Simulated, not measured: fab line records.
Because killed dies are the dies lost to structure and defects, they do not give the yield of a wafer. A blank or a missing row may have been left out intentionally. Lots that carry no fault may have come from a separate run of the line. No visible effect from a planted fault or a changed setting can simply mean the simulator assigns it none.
fab line records    flow n5-finfet    part 1 of 2: steps 1 to 24 of 39
record: lots: 5  wafers: 15  last-day: 16
route steps=1938 shown BEOL_M12@1651 BEOL_M13@1659
lots that met no fault: taken from a fault-free run of the same line
start-h: the number of hours between the record's first day and the start of the first shown wafer of the lot    wait-h: hours from the lot's prior step to this one    " the same as in the row above    L1.1+2: a single row standing in for several wafers    - no value present, or no start provided    * or withheld: withheld    < > ~ a bound
route shown NAME@n: a module of which the file shows steps, and the number in the route of the first    usual: mean/standard deviation of fault-free wafers    same: alike in all rows    chamber/n: place in a boat    sites: the reading at each site    _std_site: standard deviation across them    _edge_site: inner sites' mean taken away from outer sites' mean    radius-mm: for every site, how far away it sits from the centre of the wafer    mask NAME#n: copy n    behind: the most recent tool/chamber to have shaped the wafer    hold: why the lot went on hold/how many hours it stayed there/how the hold came to an end    device: names the non-switching transistor (n, p or np)    end of line: tests run on the same wafers once the route is complete    for a step that has no rows: nothing shown but its recipe    killed: at the first sort, the dies lost to defects and structure; wafer yield is something else    map: per-die view of a wafer (x killed, . not killed, _ where there is no die)
set.NAME: setting as actually run; set.NAME@STEP: the setting as run at that earlier step    model.NAME: the simulator's own value behind a step, which no gauge read
lots at selected steps of the route; one table per step, one row per wafer
services: the hour from which a tool's chamber was out of use, counted from the record's first day as start-h (under 0 if before that day), plus the number of hours and why
== steps ==
step: N5_BEOL_M12_ECD_47
recipe: material: Cu  target-thk-a: 7200
lot.wafer   tool       chamber  start-h  wait-h
L079.1+2+4  ecd-cu-01  1,0,0    253.32   0.1
L081.1+3+5  ecd-cu-02  0,0,1    266.50   0.1
L090.2+3+5  ecd-cu-02  1,0,0    307.20   0.1
L092.1+3+5  ecd-cu-02  1,0,1    321.63   0.1
L095.3+5+6  ecd-cu-01  1,0,1    353.70   0.1
step: N5_BEOL_M12_ANNEAL_48
recipe: temp-c: 225  time-s: 90  ambient: N2
usual: wafer_temp_C_max: 226.1/0.31
lot.wafer  tool           chamber  start-h  wait-h  wafer_temp_C_max
L079.1     rtp-anneal-02  0        253.48   0.1     225.6
L079.2     "              0        "        "       226.0
L079.4     "              0        "        "       225.7
L081.1     rtp-anneal-02  0        266.64   0.1     225.8
L081.3     "              0        "        "       226.0
L081.5     "              0        "        "       225.8
L090.2     rtp-anneal-01  0        307.39   0.1     226.3
L090.3     "              0        "        "       226.7
L090.5     "              0        "        "       226.0
L092.1     rtp-anneal-02  0        321.78   0.1     226.5
L092.3     "              0        "        "       226.0
L092.5     "              0        "        "       225.8
L095.3     rtp-anneal-02  0        354.10   0.4     226.3
L095.5     "              0        "        "       225.9
L095.6     "              0        "        "       225.9
step: N5_BEOL_M12_CMP_49
recipe: stop-on: SiOC  t-overpolish-s: 20.6  down-force-psi: 1  platen-rpm: 50  clearing-platen-down-force-psi: 1.5  clearing-platen-rpm: 50  post-cmp-clean: cu-alkaline  target-thk-nm: 320  clearing-platen-pad-velocity-m-s: 0.99484  pad-velocity-m-s: 0.99484
usual: barrier-field-endpoint-s: 29.9/0.83  motor-current-A: 6.0/0.62  overpolish-run-s: 20.599/0.0082  retaining-ring-pressure-frac: 0.999/0.0053
lot.wafer  tool    chamber  start-h  wait-h  barrier-field-endpoint-s  motor-current-A  overpolish-run-s  retaining-ring-pressure-frac
L079.2     cmp-04  1        253.81   0.2     29.5                      6.4              20.584            1.004
L079.4     "       2        "        "       29.5                      5.6              20.595            1.009
L079.1     "       3        "        "       29.5                      7.1              20.589            0.995
L081.3     cmp-03  2        267.12   0.3     29.0                      6.3              20.592            0.988
L081.1     "       0        "        "       29.7                      5.1              20.592            1.000
L081.5     "       1        "        "       29.5                      5.2              20.593            0.998
L090.2     cmp-03  1        307.64   0.2     28.3                      5.4              20.596            0.997
L090.3     "       2        "        "       30.1                      6.5              20.592            1.003
L090.5     "       1        "        "       29.0                      5.6              20.602            0.998
L092.3     cmp-01  1        322.07   0.2     29.7                      6.2              20.600            0.995
L092.1     "       2        "        "       30.7                      6.7              20.597            0.999
L092.5     "       2        "        "       31.6                      7.2              20.605            1.001
L095.3     cmp-03  2        354.32   0.2     30.4                      6.4              20.611            0.991
L095.5     "       2        "        "       30.5                      6.8              20.594            0.989
L095.6     "       3        "        "       29.1                      5.7              20.605            0.998
step: N5_BEOL_M12_THK_MEAS_50
recipe: thk-meas-gauge: xrf  reads: Cu_of_BEOL_M12_ECD_47
usual: M12_THK: 324/7.1
lot.wafer  tool           chamber  start-h  wait-h  M12_THK[nm]
L079.1     film-metro-02  -        254.07   -       327
L079.2     "              -        "        "       324
L079.4     "              -        "        "       326
L081.1     film-metro-01  -        267.37   -       333
L081.3     "              -        "        "       323
L081.5     "              -        "        "       326
L090.2     film-metro-01  -        307.93   -       320
L090.3     "              -        "        "       321
L090.5     "              -        "        "       328
L092.1     film-metro-02  -        322.37   -       316
L092.3     "              -        "        "       323
L092.5     "              -        "        "       318
L095.3     film-metro-02  -        354.61   -       328
L095.5     "              -        "        "       326
L095.6     "              -        "        "       328
step: N5_BEOL_M12_PRE_CLEAN_52
recipe: gas: NH3  time-s: 15  temp-c: withheld  rf-power-w: 300
lot.wafer   tool      chamber  start-h  wait-h
L079.1+2+4  pecvd-01  1,2,1    254.10   0.0
L081.1+3+5  pecvd-01  1,2,0    267.41   0.0
L090.2+3+5  pecvd-03  1,2,1    307.97   0.0
L092.1+3+5  pecvd-02  2,0,0    322.40   0.0
L095.3+5+6  pecvd-03  2,0,1    354.65   0.0
step: N5_BEOL_M12_DEP_53
recipe: material: SiCN  target-thk-a: 300  temp-c: withheld  precursor: 3MS/NH3  pressure-torr: 3  rf-w: 675  time-s: 10.5
usual: showerhead-plenum-p-Torr: 4.150/0.017  throttle-valve-pct: 18.3/0.99
lot.wafer  tool      chamber  start-h  wait-h  showerhead-plenum-p-Torr  throttle-valve-pct
L079.1     pecvd-01  1        254.13   0.0     4.134                     20.2
L079.2     "         2        "        "       4.168                     16.6
L079.4     "         1        "        "       4.142                     20.1
L081.1     pecvd-01  1        267.43   0.0     4.141                     20.2
L081.3     "         2        "        "       4.155                     16.7
L081.5     "         0        "        "       4.149                     18.0
L090.2     pecvd-03  1        307.99   0.0     4.144                     18.6
L090.3     "         2        "        "       4.136                     17.6
L090.5     "         1        "        "       4.139                     18.8
L092.1     pecvd-02  2        322.43   0.0     4.166                     16.9
L092.3     "         0        "        "       4.123                     18.0
L092.5     "         0        "        "       4.133                     18.4
L095.3     pecvd-03  2        354.67   0.0     4.145                     17.5
L095.5     "         0        "        "       4.149                     18.9
L095.6     "         1        "        "       4.140                     18.9
step: N5_BEOL_M12_RS_MEAS_54
recipe: thk-meas-gauge: four-point-probe  reads: Cu_of_BEOL_M12_ECD_47+Ta_of_BEOL_M12_SPUTTER_44+TaN_of_BEOL_M12_SPUTTER_43
usual: M12_RS: 0.0600/0.0012
lot.wafer  tool           chamber  start-h  wait-h  M12_RS[ohm/sq]
L079.1     film-metro-02  -        254.19   0.0     0.0598
L079.2     "              -        "        "       0.0604
L079.4     "              -        "        "       0.0600
L081.1     film-metro-02  -        267.50   0.0     0.0584
L081.3     "              -        "        "       0.0606
L081.5     "              -        "        "       0.0601
L090.2     film-metro-01  -        308.06   0.0     0.0607
L090.3     "              -        "        "       0.0605
L090.5     "              -        "        "       0.0588
L092.1     film-metro-02  -        322.49   0.0     0.0613
L092.3     "              -        "        "       0.0600
L092.5     "              -        "        "       0.0609
L095.3     film-metro-02  -        354.74   0.0     0.0592
L095.5     "              -        "        "       0.0594
L095.6     "              -        "        "       0.0591
step: N5_BEOL_M12_INSPECT_55
recipe: inspect-instrument: darkfield  mode: post-dep
usual: raw-defect-count: 66/22
lot.wafer  tool               chamber  start-h  wait-h  raw-defect-count
L079.1     defect-inspect-02  -        254.22   0.0     66
L079.2     "                  -        "        "       46
L079.4     "                  -        "        "       34
L081.1     defect-inspect-01  -        267.52   0.0     61
L081.3     "                  -        "        "       80
L081.5     "                  -        "        "       44
L090.2     defect-inspect-01  -        308.08   0.0     105
L090.3     "                  -        "        "       85
L090.5     "                  -        "        "       76
L092.1     defect-inspect-02  -        322.52   0.0     48
L092.3     "                  -        "        "       56
L092.5     "                  -        "        "       64
L095.3     defect-inspect-02  -        354.76   0.0     64
L095.5     "                  -        "        "       35
L095.6     "                  -        "        "       56
step: N5_BEOL_M13_ILD_DEP_00
recipe: material: SiOC  target-thk-a: 8379.2  temp-c: 350  precursor: DEMS/O2  pressure-torr: 5  rf-w: 500  time-s: 166.4
usual: heater-power-w: 495/72  showerhead-plenum-p-Torr: 5.686/0.013  throttle-valve-pct: 12.2/0.9
lot.wafer  tool      chamber  start-h  wait-h  heater-power-w  showerhead-plenum-p-Torr  throttle-valve-pct
L079.1     pecvd-04  2        254.26   0.0     500             5.664                     11.1
L079.2     "         1        "        "       508             5.704                     13.7
L079.4     "         2        "        "       517             5.663                     10.9
L081.1     pecvd-03  0        267.56   0.0     603             5.671                     12.6
L081.3     "         2        "        "       472             5.681                     11.8
L081.5     "         1        "        "       555             5.682                     12.4
L090.2     pecvd-01  0        308.12   0.0     503             5.689                     12.1
L090.3     "         1        "        "       384             5.686                     13.2
L090.5     "         0        "        "       536             5.692                     12.1
L092.1     pecvd-01  1        322.55   0.0     470             5.708                     12.9
L092.3     "         1        "        "       382             5.700                     13.1
L092.5     "         0        "        "       488             5.681                     12.2
L095.3     pecvd-03  1        354.80   0.0     585             5.674                     12.3
L095.5     "         2        "        "       500             5.693                     11.8
L095.6     "         1        "        "       479             5.671                     12.5
step: N5_BEOL_M13_THK_MEAS_01
recipe: reads: SiOC_of_BEOL_M13_ILD_DEP_00
usual: M13_ILD_THK: 837/11
lot.wafer  tool           chamber  start-h  wait-h  M13_ILD_THK[nm]
L079.1     film-metro-02  -        254.47   0.2     823
L079.2     "              -        "        "       831
L079.4     "              -        "        "       839
L081.1     film-metro-01  -        267.71   0.1     844
L081.3     "              -        "        "       844
L081.5     "              -        "        "       850
L090.2     film-metro-02  -        308.27   0.1     830
L090.3     "              -        "        "       830
L090.5     "              -        "        "       830
L092.1     film-metro-02  -        322.76   0.2     829
L092.3     "              -        "        "       829
L092.5     "              -        "        "       828
L095.3     film-metro-02  -        354.95   0.1     834
L095.5     "              -        "        "       849
L095.6     "              -        "        "       846
step: N5_BEOL_M13_COAT_58
recipe: resist: BARC  temp-c: 205  time-s: 60  spin-rpm: 1500  resist-thk-nm: 89
lot.wafer   tool            chamber  start-h  wait-h
L079.1+2+4  litho-track-05  0        254.50   0.0
L081.1+3+5  litho-track-05  0        267.74   0.0
L090.2+3+5  litho-track-05  0        308.30   0.0
L092.1+3+5  litho-track-03  0        322.80   0.0
L095.3+5+6  litho-track-04  0        354.98   0.0
step: N5_BEOL_M13_COAT_04
recipe: spin-rpm: 1625  resist-thk-nm: 400
lot.wafer   tool            chamber  start-h  wait-h
L079.1+2+4  litho-track-05  0        -        -
L081.1+3+5  litho-track-05  0        -        -
L090.2+3+5  litho-track-05  0        -        -
L092.1+3+5  litho-track-03  0        -        -
L095.3+5+6  litho-track-04  0        -        -
step: N5_BEOL_M13_EBR_06
recipe: solvent: PGMEA  ebr-width-mm: 1.5
lot.wafer   tool            chamber  start-h  wait-h
L079.1+2+4  litho-track-05  0        -        -
L081.1+3+5  litho-track-05  0        -        -
L090.2+3+5  litho-track-05  0        -        -
L092.1+3+5  litho-track-03  0        -        -
L095.3+5+6  litho-track-04  0        -        -
step: N5_BEOL_M13_SOFTBAKE_05
recipe: temp-c: 130  time-s: 60
lot.wafer   tool            chamber  start-h  wait-h
L079.1+2+4  litho-track-05  0        -        -
L081.1+3+5  litho-track-05  0        -        -
L090.2+3+5  litho-track-05  0        -        -
L092.1+3+5  litho-track-03  0        -        -
L095.3+5+6  litho-track-04  0        -        -
step: N5_BEOL_M13_EXPOSE_07
recipe: mask-id: V12  na: 0.93  source-shape: conventional  sigma-outer: 0.6  polarization: unpolarized  attpsm-phase-deg: 180  dose-mj: 24.8
lot.wafer   tool            chamber  start-h  wait-h  mask
L079.1+2+4  krf-scanner-01  0        254.60   -       V12#0
L081.1+3+5  krf-scanner-01  0        267.84   -       V12#0
L090.2+3+5  krf-scanner-01  0        308.53   -       V12#0
L092.1+3+5  krf-scanner-01  0        323.02   -       V12#0
L095.3+5+6  krf-scanner-02  0        355.22   -       V12#0
step: N5_BEOL_M13_PEB_08
recipe: peb-temp-c: 130  peb-time-s: 90
lot.wafer   tool            chamber  start-h  wait-h
L079.1+2+4  litho-track-05  0        254.65   0.1
L081.1+3+5  litho-track-03  0        267.90   0.1
L090.2+3+5  litho-track-04  0        308.58   0.0
L092.1+3+5  litho-track-03  0        323.08   0.1
L095.3+5+6  litho-track-05  0        355.26   0.0
step: N5_BEOL_M13_DEVELOP_09
recipe: develop-time-s: 45  rinse-liquid: diw  dry: air-spin  dev-temp-c: 21
lot.wafer   tool            chamber  start-h  wait-h
L079.1+2+4  litho-track-05  0        -        -
L081.1+3+5  litho-track-03  0        -        -
L090.2+3+5  litho-track-04  0        -        -
L092.1+3+5  litho-track-03  0        -        -
L095.3+5+6  litho-track-05  0        -        -
step: N5_BEOL_M13_HARDBAKE_14
recipe: temp-c: 130  time-s: 120
lot.wafer   tool            chamber  start-h  wait-h
L079.1+2+4  litho-track-05  0        -        -
L081.1+3+5  litho-track-03  0        -        -
L090.2+3+5  litho-track-04  0        -        -
L092.1+3+5  litho-track-03  0        -        -
L095.3+5+6  litho-track-05  0        -        -
step: N5_BEOL_M13_CD_MEAS_10
recipe: target-cd-nm: 190  landing-energy-ev: 500  detector: se-inlens  polarity: opening
usual: cd-nm: 189.7/1.7
lot.wafer  tool       chamber  start-h  wait-h  cd-nm
L079.1     cd-sem-03  0        254.77   -       186.3
L079.2     "          0        "        "       187.3
L079.4     "          0        "        "       188.0
L081.1     cd-sem-03  0        268.01   -       190.6
L081.3     "          0        "        "       189.3
L081.5     "          0        "        "       189.7
L090.2     cd-sem-03  0        308.70   -       188.7
L090.3     "          0        "        "       188.3
L090.5     "          0        "        "       187.8
L092.1     cd-sem-01  0        323.19   -       191.1
L092.3     "          0        "        "       189.8
L092.5     "          0        "        "       190.4
L095.3     cd-sem-02  0        355.38   -       191.1
L095.5     "          0        "        "       190.7
L095.6     "          0        "        "       190.6
step: N5_BEOL_M13_OVL_MEAS_11
recipe: points-per-wafer: 44
usual: V12_OVL: -1/4.5
lot.wafer  tool        chamber  start-h  wait-h  V12_OVL[nm]
L079.1     overlay-01  0        254.80   0.0     -9
L079.2     "           0        "        "       -1
L079.4     "           0        "        "       3
L081.1     overlay-01  0        268.04   0.0     -1
L081.3     "           0        "        "       2
L081.5     "           0        "        "       2
L090.2     overlay-01  0        308.73   0.0     1
L090.3     "           0        "        "       3
L090.5     "           0        "        "       8
L092.1     overlay-01  0        323.22   0.0     0
L092.3     "           0        "        "       -6
L092.5     "           0        "        "       0
L095.3     overlay-01  0        355.41   0.0     -4
L095.5     "           0        "        "       -3
L095.6     "           0        "        "       0
step: N5_BEOL_M13_INSPECT_12
recipe: mode: adi  inspect-instrument: macro
usual: raw-defect-count: 2.3/1.4
lot.wafer  tool               chamber  start-h  wait-h  raw-defect-count
L079.1     defect-inspect-01  -        254.82   0.0     1
L079.2     "                  -        "        "       2
L079.4     "                  -        "        "       1
L081.1     defect-inspect-02  -        268.07   0.0     1
L081.3     "                  -        "        "       2
L081.5     "                  -        "        "       2
L090.2     defect-inspect-01  -        308.75   0.0     2
L090.3     "                  -        "        "       0
L090.5     "                  -        "        "       2
L092.1     defect-inspect-02  -        323.25   0.0     2
L092.3     "                  -        "        "       5
L092.5     "                  -        "        "       4
L095.3     defect-inspect-01  -        355.43   0.0     2
L095.5     "                  -        "        "       1
L095.6     "                  -        "        "       1
step: N5_BEOL_M13_DESCUM_15
recipe: chemistry: O2  time-s: 7.9  source-power-w: 50  bias-power-w: 20  pressure-mtorr: 20  rf-frequency-hz: 2.712e+07  temp-c: 40  o2-flow-sccm: 225
usual: chamber-pressure-mTorr: 20.001/0.019  drypump-motor-current-A: 5.7/0.55  oes-product-au: 0.78/0.082  rf-vpp-V: 243.0/1.5  showerhead-plenum-p-Torr: 2.09/0.085  throttle-valve-pct: 20.40/0.21
lot.wafer  tool         chamber  start-h  wait-h  chamber-pressure-mTorr  drypump-motor-current-A  oes-product-au  rf-hours-counter-h  rf-vpp-V  showerhead-plenum-p-Torr  throttle-valve-pct
L079.1     rie-diel-05  1        254.86   0.0     19.991                  6.1                      0.80            81                  244.5     2.20                      20.18
L079.2     "            3        "        "       20.001                  5.7                      0.69            233                 245.1     2.17                      20.32
L079.4     "            0        "        "       20.007                  5.6                      0.75            142                 241.8     1.95                      20.57
L081.1     rie-diel-05  3        268.14   0.1     19.994                  5.8                      0.68            237                 243.8     2.17                      20.32
L081.3     "            2        "        "       19.984                  6.8                      0.79            128                 245.0     2.19                      20.02
L081.5     "            3        "        "       20.041                  5.7                      0.68            -                   243.8     2.17                      20.34
L090.2     rie-diel-03  2        309.31   0.6     19.987                  5.0                      0.73            200                 241.6     2.00                      20.48
L090.3     "            0        "        "       20.016                  5.9                      0.70            203                 242.2     2.08                      20.71
L090.5     "            1        "        "       19.976                  6.1                      0.84            -                   240.9     2.02                      20.31
L092.1     rie-diel-03  0        323.28   0.0     19.996                  5.9                      0.70            206                 244.2     2.08                      20.70
L092.3     "            2        "        "       20.009                  5.1                      0.73            204                 240.2     2.00                      20.49
L092.5     "            3        "        "       20.046                  5.4                      0.92            -                   245.7     2.16                      20.19
L095.3     rie-diel-01  1        355.47   0.0     20.011                  5.8                      0.78            99                  243.4     2.12                      20.62
L095.5     "            2        "        "       19.976                  5.0                      0.90            -                   241.6     2.03                      20.52
L095.6     "            1        "        "       20.024                  5.8                      0.78            -                   243.0     2.12                      20.60
step: N5_BEOL_M13_ETCH_59
recipe: chemistry: N2/H2  target: BARC  target-depth-a: 890  overetch-a: 267  time-s: 67.9  ion-energy-ev: 200  pressure-mtorr: 30  source-w: 840  bias-w: 150  n2-flow-sccm: 200  h2-flow-sccm: 200
usual: chamber-pressure-mTorr: 29.999/0.028  drypump-motor-current-A: 5.7/0.55  oes-product-au: 0.67/0.065  rf-vpp-V: 523.6/3  showerhead-plenum-p-Torr: 2.54/0.11  throttle-valve-pct: 17.83/0.24
lot.wafer  tool         chamber  start-h  wait-h  chamber-pressure-mTorr  drypump-motor-current-A  oes-product-au  rf-hours-counter-h  rf-vpp-V  showerhead-plenum-p-Torr  throttle-valve-pct
L079.1     rie-diel-05  1        254.89   0.0     30.045                  6.1                      0.69            81                  527.9     2.69                      17.69
L079.2     "            3        "        "       29.988                  5.7                      0.59            233                 524.8     2.60                      17.52
L079.4     "            0        "        "       29.956                  5.6                      0.64            142                 517.2     2.34                      17.84
L081.1     rie-diel-05  3        268.17   0.0     30.014                  5.8                      0.60            237                 526.4     2.60                      17.51
L081.3     "            2        "        "       29.989                  6.8                      0.67            128                 526.3     2.66                      17.56
L081.5     "            3        "        "       30.010                  5.8                      0.59            -                   526.0     2.60                      17.53
L090.2     rie-diel-03  2        309.35   0.0     30.037                  5.1                      0.62            200                 520.7     2.40                      17.68
L090.3     "            0        "        "       30.012                  5.9                      0.61            203                 522.5     2.53                      18.17
L090.5     "            1        "        "       29.949                  6.1                      0.71            -                   522.4     2.49                      17.97
L092.1     rie-diel-03  0        323.32   0.0     30.008                  5.9                      0.61            206                 523.8     2.53                      18.21
L092.3     "            2        "        "       30.034                  5.1                      0.62            204                 520.0     2.40                      17.69
L092.5     "            3        "        "       30.040                  5.4                      0.77            -                   525.4     2.60                      17.55
L095.3     rie-diel-01  1        355.50   0.0     29.997                  5.8                      0.67            99                  523.4     2.56                      17.88
L095.5     "            2        "        "       29.990                  5.0                      0.77            -                   522.9     2.49                      18.09
L095.6     "            1        "        "       30.016                  5.8                      0.67            -                   524.4     2.56                      17.87
step: N5_BEOL_M13_VIA_ETCH_16
recipe: chemistry: C4F8/O2/Ar  target: SiOC  pressure-mtorr: 30  source-w: 3000  bias-w: 700  Ar_flow_sccm: 400  C4F8_flow_sccm: 15  O2_flow_sccm: 8  he-inner-torr: 15  he-outer-torr: 30  target-depth-a: 9217  time-s: withheld  ion-energy-ev: 250  ends: cleared
usual: chamber-pressure-mTorr: 30.001/0.03  drypump-motor-current-A: 5.7/0.55  mfc-ar-sccm: 400.0/1.2  oes-product-au: 0.71/0.072  rf-vpp-V: 665/3.8  showerhead-plenum-p-Torr: 3.40/0.12  throttle-valve-pct: 24.07/0.25
lot.wafer  tool         chamber  start-h  wait-h  chamber-pressure-mTorr  drypump-motor-current-A  mfc-ar-sccm  oes-product-au  rf-vpp-V  showerhead-plenum-p-Torr  throttle-valve-pct
L079.1     rie-diel-05  1        254.94   0.0     30.024                  6.1                      399.7        0.72            671       3.56                      23.88
L079.2     "            3        "        "       29.993                  5.8                      398.5        0.62            669       3.50                      23.87
L079.4     "            0        "        "       29.998                  5.6                      401.1        0.67            658       3.17                      24.19
L081.1     rie-diel-05  3        268.22   0.0     30.029                  5.8                      399.1        0.61            667       3.50                      23.87
L081.3     "            2        "        "       29.967                  6.8                      398.2        0.71            670       3.53                      23.59
L081.5     "            3        "        "       29.986                  5.8                      399.6        0.63            669       3.50                      23.87
L090.2     rie-diel-03  2        309.40   0.0     30.047                  5.1                      399.9        0.65            662       3.27                      24.21
L090.3     "            0        "        "       29.989                  5.9                      400.5        0.64            665       3.39                      24.37
L090.5     "            1        "        "       30.005                  6.1                      398.3        0.75            663       3.30                      24.01
L092.1     rie-diel-03  0        323.37   0.0     29.958                  5.9                      401.9        0.63            665       3.39                      24.38
L092.3     "            2        "        "       30.024                  5.1                      400.2        0.66            661       3.27                      24.23
L092.5     "            3        "        "       30.016                  5.5                      398.6        0.82            667       3.48                      23.82
L095.3     rie-diel-01  1        355.55   0.0     29.984                  5.9                      402.2        0.71            666       3.44                      24.31
L095.5     "            2        "        "       30.008                  5.0                      401.1        0.80            663       3.33                      24.33
L095.6     "            1        "        "       29.998                  5.8                      401.7        0.71            666       3.44                      24.30
